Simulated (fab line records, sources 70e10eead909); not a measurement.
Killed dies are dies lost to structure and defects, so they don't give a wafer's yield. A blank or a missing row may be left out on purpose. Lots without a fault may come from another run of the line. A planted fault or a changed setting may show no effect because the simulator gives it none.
Tool commonality check | flow nand_harc | 12 lots, 36 wafers sampled

WHY IT WAS OPENED
At NHARC_P_M1_THK_MEAS_24 the reading thk_nm is flagged on 2 of 12 lots. Wafers without a fault read 157.7 nm, standard deviation 1.4.
Rule: a lot is flagged when every wafer of it that has a number lies more than 4 standard deviations from that mean, or none has a number. The other lots count as sound.

lot  | measured     | on            | thk_nm (nm), wafer by wafer | flag
L104 | day 6 12:21  | film_metro-02 | 155.3 157.8 158.8           |
L105 | day 6 13:22  | film_metro-01 | 157.3 157.9 157.7           |
L111 | day 8 08:09  | film_metro-01 | 158.1 157.6 155.8           |
L114 | day 9 05:14  | film_metro-01 | 156.6 157.3 158.9           |
L115 | day 9 15:10  | film_metro-02 | 406.5 404.5 410.3           | FLAGGED
L116 | day 9 15:47  | film_metro-01 | 408.8 405.1 404.1           | FLAGGED
L122 | day 10 16:48 | film_metro-01 | 158.7 156.1 158.1           |
L123 | day 10 17:21 | film_metro-02 | 158.3 155.4 158.9           |
L120 | day 10 18:14 | film_metro-01 | 155.2 156.2 159.8           |
L125 | day 11 11:39 | film_metro-01 | 160.0 158.7 160.5           |
L124 | day 11 12:20 | film_metro-02 | 157.8 158.8 157.0           |
L126 | day 11 16:34 | film_metro-01 | 155.9 160.0 157.8           |
The numbers of the flagged lots are 406.6 nm on average: +248.9 nm against the usual, or +99 or more standard deviations.

WHICH TOOL RAN EACH LOT
The record holds 2 process steps before the reading, out of a route of 1159 steps. In each cell: the tool, then ch and the chambers that the sampled wafers went through, then the start.
lot  | flag    | NHARC_P_M1_DEGAS_29          | NHARC_P_M1_CMP_23
L104 |         | pvd_sputter-01, day 6 10:57  | cmp-04 ch 1,2, day 6 12:02
L105 |         | pvd_sputter-02, day 6 11:56  | cmp-01 ch 1,2,3, day 6 13:04
L111 |         | pvd_sputter-02, day 8 06:45  | cmp-04 ch 0,3, day 8 07:52
L114 |         | pvd_sputter-01, day 9 03:48  | cmp-04 ch 0,1, day 9 04:55
L115 | FLAGGED | pvd_sputter-01, day 9 13:47  | cmp-01 ch 0,2, day 9 14:53
L116 | FLAGGED | pvd_sputter-01, day 9 14:05  | cmp-01 ch 0,1,3, day 9 15:31
L122 |         | pvd_sputter-02, day 10 15:17 | cmp-04 ch 1,2, day 10 16:29
L123 |         | pvd_sputter-02, day 10 15:58 | cmp-04 ch 0,1,3, day 10 17:04
L120 |         | pvd_sputter-03, day 10 16:50 | cmp-04 ch 0,3, day 10 17:55
L125 |         | pvd_sputter-01, day 11 10:15 | cmp-02 ch 0,1,2, day 11 11:22
L124 |         | pvd_sputter-02, day 11 10:57 | cmp-01 ch 0,1,3, day 11 12:03
L126 |         | pvd_sputter-02, day 11 15:10 | cmp-04 ch 0,1, day 11 16:16
What these steps do:
- NHARC_P_M1_DEGAS_29: time 60 s.
- NHARC_P_M1_CMP_23: polishes, t overpolish 20 s, target thk 157.82 nm.
- NHARC_P_M1_THK_MEAS_24: measures by xrf.

FLAGGED OVER TOTAL, TOOL BY TOOL (the gauges that took the reading come last)
step                   | tool           | lots run | flagged | share of the flagged lots | sound lots run after its first flagged lot
NHARC_P_M1_DEGAS_29    | pvd_sputter-01 | 5        | 2       | all                       | 1 (L125)
NHARC_P_M1_DEGAS_29    | pvd_sputter-02 | 6        | 0       | none                      | -
NHARC_P_M1_DEGAS_29    | pvd_sputter-03 | 1        | 0       | none                      | -
NHARC_P_M1_CMP_23      | cmp-01         | 4        | 2       | all                       | 1 (L124)
NHARC_P_M1_CMP_23      | cmp-02         | 1        | 0       | none                      | -
NHARC_P_M1_CMP_23      | cmp-04         | 7        | 0       | none                      | -
NHARC_P_M1_THK_MEAS_24 | film_metro-01  | 8        | 1       | some                      | 4 (L122,L120,L125,L126)
NHARC_P_M1_THK_MEAS_24 | film_metro-02  | 4        | 1       | some                      | 2 (L123,L124)

WHAT THE TABLE ALLOWS
2 rows of the table ran every flagged lot: pvd_sputter-01 at NHARC_P_M1_DEGAS_29, cmp-01 at NHARC_P_M1_CMP_23.
- pvd_sputter-01 at NHARC_P_M1_DEGAS_29: 2 of its 5 lots flagged. Sound lots ran on it after the first flagged one (L125), which a lasting fault on the whole tool wouldn't allow.
- cmp-01 at NHARC_P_M1_CMP_23: 2 of its 4 lots flagged. Sound lots ran on it after the first flagged one (L124), which a lasting fault on the whole tool wouldn't allow. On the flagged lots its readings are blank where sound lots have values: edge_zone_pressure_frac, motor_current_A, pad_life_wafers, time_to_endpoint_s.
No row of the table ran every flagged lot and no sound lot after the first.

WHAT THE SIMULATOR HAD PUT IN
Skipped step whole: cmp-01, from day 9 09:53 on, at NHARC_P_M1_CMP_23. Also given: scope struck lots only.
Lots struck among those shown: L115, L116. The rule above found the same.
